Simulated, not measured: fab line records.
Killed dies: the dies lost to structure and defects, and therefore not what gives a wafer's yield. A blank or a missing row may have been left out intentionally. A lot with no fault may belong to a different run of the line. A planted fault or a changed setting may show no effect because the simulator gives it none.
Which of the tools did it? || flow n5-finfet || Sampling: 10 lots, 30 wafers, 3 of 1938 route steps

== WHAT THE GAUGES SHOWED, per wafer ==
N5_BEOL_M15_THK_MEAS_01. Usual: M15_ILD_THK gives 1636 nm (standard deviation 22).
{"lot": "L603", "measured": "day 12 06:14", "on": "film-metro-01", "M15_ILD_THK (nm)": "1602 1620 1601", "flag": ""}
{"lot": "L606", "measured": "day 14 16:02", "on": "film-metro-01", "M15_ILD_THK (nm)": "1606 1632 1613", "flag": ""}
{"lot": "L610", "measured": "day 16 03:13", "on": "film-metro-01", "M15_ILD_THK (nm)": "1606 1609 1627", "flag": ""}
{"lot": "L611", "measured": "day 16 08:10", "on": "film-metro-02", "M15_ILD_THK (nm)": "1612 1604 1631", "flag": ""}
{"lot": "L620", "measured": "day 18 12:11", "on": "film-metro-01", "M15_ILD_THK (nm)": "1647 1677 1688", "flag": ""}
{"lot": "L621", "measured": "day 18 18:45", "on": "film-metro-02", "M15_ILD_THK (nm)": "1629 1637 1646", "flag": ""}
{"lot": "L622", "measured": "day 19 02:11", "on": "film-metro-02", "M15_ILD_THK (nm)": "1637 1639 1672", "flag": ""}
{"lot": "L625", "measured": "day 19 02:42", "on": "film-metro-01", "M15_ILD_THK (nm)": "1634 1642 1692", "flag": ""}
{"lot": "L623", "measured": "day 19 07:01", "on": "film-metro-02", "M15_ILD_THK (nm)": "1649 1632 1662", "flag": ""}
{"lot": "L626", "measured": "day 19 09:37", "on": "film-metro-01", "M15_ILD_THK (nm)": "1622 1655 1675", "flag": ""}

== EACH LOT AND THE TOOL THAT RAN IT (in order: tool; ch and the chambers of the sampled wafers; start) ==
{"lot": "L603", "N5_BEOL_M14_DESCUM_33": "rie-diel-03 ch 0,2, day 12 02:10", "N5_BEOL_M14_TRENCH_ETCH_34": "rie-diel-03 ch 0,2, day 12 02:37"}
{"lot": "L606", "N5_BEOL_M14_DESCUM_33": "rie-diel-01 ch 0,1, day 14 11:31", "N5_BEOL_M14_TRENCH_ETCH_34": "rie-diel-01 ch 0,1, day 14 11:58"}
{"lot": "L610", "N5_BEOL_M14_DESCUM_33": "rie-diel-03 ch 0,2,3, day 15 23:14", "N5_BEOL_M14_TRENCH_ETCH_34": "rie-diel-03 ch 0,2,3, day 15 23:41"}
{"lot": "L611", "N5_BEOL_M14_DESCUM_33": "rie-diel-01 ch 0,1,3, day 16 03:26", "N5_BEOL_M14_TRENCH_ETCH_34": "rie-diel-01 ch 0,1,3, day 16 03:53"}
{"lot": "L620", "N5_BEOL_M14_DESCUM_33": "rie-diel-03 ch 1,2,3, day 18 08:02", "N5_BEOL_M14_TRENCH_ETCH_34": "rie-diel-03 ch 1,2,3, day 18 08:29"}
{"lot": "L621", "N5_BEOL_M14_DESCUM_33": "rie-diel-01 ch 0,1,3, day 18 13:25", "N5_BEOL_M14_TRENCH_ETCH_34": "rie-diel-01 ch 0,1,3, day 18 13:52"}
{"lot": "L622", "N5_BEOL_M14_DESCUM_33": "rie-diel-05 ch 0,1, day 18 20:47", "N5_BEOL_M14_TRENCH_ETCH_34": "rie-diel-05 ch 0,1, day 18 21:15"}
{"lot": "L625", "N5_BEOL_M14_DESCUM_33": "rie-diel-01 ch 0,2, day 18 23:16", "N5_BEOL_M14_TRENCH_ETCH_34": "rie-diel-01 ch 0,2, day 18 23:44"}
{"lot": "L623", "N5_BEOL_M14_DESCUM_33": "rie-diel-01 ch 0,2, day 18 23:51", "N5_BEOL_M14_TRENCH_ETCH_34": "rie-diel-01 ch 0,2, day 19 00:19"}
{"lot": "L626", "N5_BEOL_M14_DESCUM_33": "rie-diel-03 ch 0,2,3, day 19 04:34", "N5_BEOL_M14_TRENCH_ETCH_34": "rie-diel-03 ch 0,2,3, day 19 05:01"}
- N5_BEOL_M14_DESCUM_33: chemistry O2, time 7.9 s.
- N5_BEOL_M14_TRENCH_ETCH_34: etches SiO2 in C4F8/O2/Ar, target depth 556.65 nm, time 126.9 s.

== WHAT THE TOOLS THEMSELVES READ (means of the sampled wafers that have a number; where no wafer has one, the mark that the record gives instead) ==
N5_BEOL_M14_DESCUM_33. Usual: drypump-motor-current-A 5.9 A, standard deviation 0.51; oes-product-au 0.80 a.u., standard deviation 0.076; rf-fwd-power-W 49.29 W, standard deviation 0.23; rf-vpp-V 242.6 V, standard deviation 1.3; showerhead-plenum-p-Torr 2.06 Torr, standard deviation 0.072; throttle-valve-pct 20.41 %, standard deviation 0.19.
{"lot": "L603", "tool": "rie-diel-03", "drypump-motor-current-A (A)": 6.2, "oes-product-au (a.u.)": 0.80, "rf-fwd-power-W (W)": 49.45, "rf-vpp-V (V)": 242.0, "showerhead-plenum-p-Torr (Torr)": 2.04, "throttle-valve-pct (%)": 20.47, "flag": ""}
{"lot": "L606", "tool": "rie-diel-01", "drypump-motor-current-A (A)": 6.3, "oes-product-au (a.u.)": 0.76, "rf-fwd-power-W (W)": 49.00, "rf-vpp-V (V)": 242.0, "showerhead-plenum-p-Torr (Torr)": 2.00, "throttle-valve-pct (%)": 20.48, "flag": ""}
{"lot": "L610", "tool": "rie-diel-03", "drypump-motor-current-A (A)": 6.1, "oes-product-au (a.u.)": 0.82, "rf-fwd-power-W (W)": 49.40, "rf-vpp-V (V)": 243.0, "showerhead-plenum-p-Torr (Torr)": 2.08, "throttle-valve-pct (%)": 20.56, "flag": ""}
{"lot": "L611", "tool": "rie-diel-01", "drypump-motor-current-A (A)": 5.9, "oes-product-au (a.u.)": 0.74, "rf-fwd-power-W (W)": 49.21, "rf-vpp-V (V)": 241.4, "showerhead-plenum-p-Torr (Torr)": 1.97, "throttle-valve-pct (%)": 20.38, "flag": ""}
{"lot": "L620", "tool": "rie-diel-03", "drypump-motor-current-A (A)": 6.3, "oes-product-au (a.u.)": 0.80, "rf-fwd-power-W (W)": 49.41, "rf-vpp-V (V)": 243.8, "showerhead-plenum-p-Torr (Torr)": 2.11, "throttle-valve-pct (%)": 20.53, "flag": ""}
{"lot": "L621", "tool": "rie-diel-01", "drypump-motor-current-A (A)": 5.9, "oes-product-au (a.u.)": 0.72, "rf-fwd-power-W (W)": 49.44, "rf-vpp-V (V)": 241.5, "showerhead-plenum-p-Torr (Torr)": 1.96, "throttle-valve-pct (%)": 20.42, "flag": ""}
{"lot": "L622", "tool": "rie-diel-05", "drypump-motor-current-A (A)": 5.9, "oes-product-au (a.u.)": 0.80, "rf-fwd-power-W (W)": 49.11, "rf-vpp-V (V)": 242.6, "showerhead-plenum-p-Torr (Torr)": 2.04, "throttle-valve-pct (%)": 20.30, "flag": ""}
{"lot": "L625", "tool": "rie-diel-01", "drypump-motor-current-A (A)": 5.7, "oes-product-au (a.u.)": 0.83, "rf-fwd-power-W (W)": 49.07, "rf-vpp-V (V)": 242.6, "showerhead-plenum-p-Torr (Torr)": 2.07, "throttle-valve-pct (%)": 20.45, "flag": ""}
{"lot": "L623", "tool": "rie-diel-01", "drypump-motor-current-A (A)": 5.7, "oes-product-au (a.u.)": 0.83, "rf-fwd-power-W (W)": 49.06, "rf-vpp-V (V)": 243.1, "showerhead-plenum-p-Torr (Torr)": 2.07, "throttle-valve-pct (%)": 20.44, "flag": ""}
{"lot": "L626", "tool": "rie-diel-03", "drypump-motor-current-A (A)": 6.1, "oes-product-au (a.u.)": 0.79, "rf-fwd-power-W (W)": 49.45, "rf-vpp-V (V)": 242.6, "showerhead-plenum-p-Torr (Torr)": 2.07, "throttle-valve-pct (%)": 20.61, "flag": ""}

N5_BEOL_M14_TRENCH_ETCH_34. Usual: drypump-motor-current-A 6.0 A, standard deviation 0.5; oes-product-au 0.80 a.u., standard deviation 0.077; rf-fwd-power-W 1897 W, standard deviation 5.6; rf-vpp-V 2203 V, standard deviation 40; showerhead-plenum-p-Torr 3.39 Torr, standard deviation 0.12; throttle-valve-pct 30.92 %, standard deviation 0.25.
{"lot": "L603", "tool": "rie-diel-03", "drypump-motor-current-A (A)": 6.2, "oes-product-au (a.u.)": 0.80, "rf-fwd-power-W (W)": 1894, "rf-vpp-V (V)": 2198, "showerhead-plenum-p-Torr (Torr)": 3.39, "throttle-valve-pct (%)": 31.13, "flag": ""}
{"lot": "L606", "tool": "rie-diel-01", "drypump-motor-current-A (A)": 6.3, "oes-product-au (a.u.)": 0.74, "rf-fwd-power-W (W)": 1897, "rf-vpp-V (V)": 2162, "showerhead-plenum-p-Torr (Torr)": 3.30, "throttle-valve-pct (%)": 30.88, "flag": ""}
{"lot": "L610", "tool": "rie-diel-03", "drypump-motor-current-A (A)": 6.1, "oes-product-au (a.u.)": 0.81, "rf-fwd-power-W (W)": 1893, "rf-vpp-V (V)": 2216, "showerhead-plenum-p-Torr (Torr)": 3.44, "throttle-valve-pct (%)": 31.17, "flag": ""}
{"lot": "L611", "tool": "rie-diel-01", "drypump-motor-current-A (A)": 5.9, "oes-product-au (a.u.)": 0.73, "rf-fwd-power-W (W)": 1897, "rf-vpp-V (V)": 2176, "showerhead-plenum-p-Torr (Torr)": 3.24, "throttle-valve-pct (%)": 30.69, "flag": ""}
{"lot": "L620", "tool": "rie-diel-03", "drypump-motor-current-A (A)": 6.3, "oes-product-au (a.u.)": 0.81, "rf-fwd-power-W (W)": 1899, "rf-vpp-V (V)": 2204, "showerhead-plenum-p-Torr (Torr)": 3.48, "throttle-valve-pct (%)": 31.07, "flag": ""}
{"lot": "L621", "tool": "rie-diel-01", "drypump-motor-current-A (A)": 5.9, "oes-product-au (a.u.)": 0.71, "rf-fwd-power-W (W)": 1898, "rf-vpp-V (V)": 2175, "showerhead-plenum-p-Torr (Torr)": 3.23, "throttle-valve-pct (%)": 30.71, "flag": ""}
{"lot": "L622", "tool": "rie-diel-05", "drypump-motor-current-A (A)": 5.9, "oes-product-au (a.u.)": 0.80, "rf-fwd-power-W (W)": 1898, "rf-vpp-V (V)": 2197, "showerhead-plenum-p-Torr (Torr)": 3.39, "throttle-valve-pct (%)": 30.91, "flag": ""}
{"lot": "L625", "tool": "rie-diel-01", "drypump-motor-current-A (A)": 5.7, "oes-product-au (a.u.)": 0.83, "rf-fwd-power-W (W)": 1887, "rf-vpp-V (V)": 2227, "showerhead-plenum-p-Torr (Torr)": 3.42, "throttle-valve-pct (%)": 30.99, "flag": ""}
{"lot": "L623", "tool": "rie-diel-01", "drypump-motor-current-A (A)": 5.7, "oes-product-au (a.u.)": 0.83, "rf-fwd-power-W (W)": 1895, "rf-vpp-V (V)": 2227, "showerhead-plenum-p-Torr (Torr)": 3.42, "throttle-valve-pct (%)": 30.98, "flag": ""}
{"lot": "L626", "tool": "rie-diel-03", "drypump-motor-current-A (A)": 6.1, "oes-product-au (a.u.)": 0.79, "rf-fwd-power-W (W)": 1901, "rf-vpp-V (V)": 2214, "showerhead-plenum-p-Torr (Torr)": 3.43, "throttle-valve-pct (%)": 31.20, "flag": ""}

== THE ANSWER, worked out from the rows above alone ==
Rule: a lot is off if the mean of its wafers that have a number lies more than 3 standard deviations from the usual mean. A lot without any number at a reading at which 4 lots or more have one is off too. Where the step has rows for the other lots, those lots are counted as sound. After the gauges, taken in route order, come the tools' own readings; for these a lot's mean is taken, as printed above. The first step at which some lot is off is used, and at that step the reading that is off furthest; a lot without a number counts as furthest.
No lot is off on any of the readings shown, so nothing can be concluded from this.

== WHAT WAS PUT IN BY THE SIMULATOR ==
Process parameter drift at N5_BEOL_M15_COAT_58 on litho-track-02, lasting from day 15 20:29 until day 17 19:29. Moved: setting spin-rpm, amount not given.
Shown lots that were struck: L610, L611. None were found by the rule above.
